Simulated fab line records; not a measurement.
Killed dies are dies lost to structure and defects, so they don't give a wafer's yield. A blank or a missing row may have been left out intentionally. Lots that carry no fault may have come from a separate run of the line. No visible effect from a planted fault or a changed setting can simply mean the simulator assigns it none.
Matching of chambers ; flow n5-finfet ; 3 sister chambers for N5_ZERO_LAYER_PECVD_02 on pecvd-03
The step deposits SiO2 from SiH4/N2O, target thk 10 nm, time 6 s. 3 wafers are shown with their chamber, then 8 later ones without.

WAFERS, EACH WITH ITS CHAMBER
wafer;chamber;showerhead-plenum-p-Torr (Torr)
L085.4;0;8.34
L087.4;1;8.28
L090.1;2;7.98

WAFERS WITHOUT THEIR CHAMBER
wafer;showerhead-plenum-p-Torr (Torr)
L090.3;8.35
L090.5;8.00
L093.3;8.34
L093.4;8.29
L093.6;7.99
L097.1;8.00
L097.4;7.99
L097.6;8.35

WHICH CHAMBER EACH ONE RAN IN
wafer;from the rows above;in truth
L090.3;0;0
L090.5;2;2
L093.3;0;0
L093.4;1;1
L093.6;2;2
L097.1;2;2
L097.4;2;2
L097.6;0;0
Placed correctly: 8 of 8. Can't be placed from these rows: 0. Number placed wrongly: 0.
How it was worked out, from the rows above alone: a wafer's distance from a chamber is the root of the sum, over the readings, of the square of ((its reading less the chamber's mean) divided by the reading's scatter). If the next closest chamber is less than 2 further off than the closest, the wafer can't be placed; otherwise it belongs to the closest. The mean given for a chamber averages the wafers shown for that chamber. The scatter: root of mean squared gap, hidden wafer to nearest shown wafer, with one shown wafer a chamber.
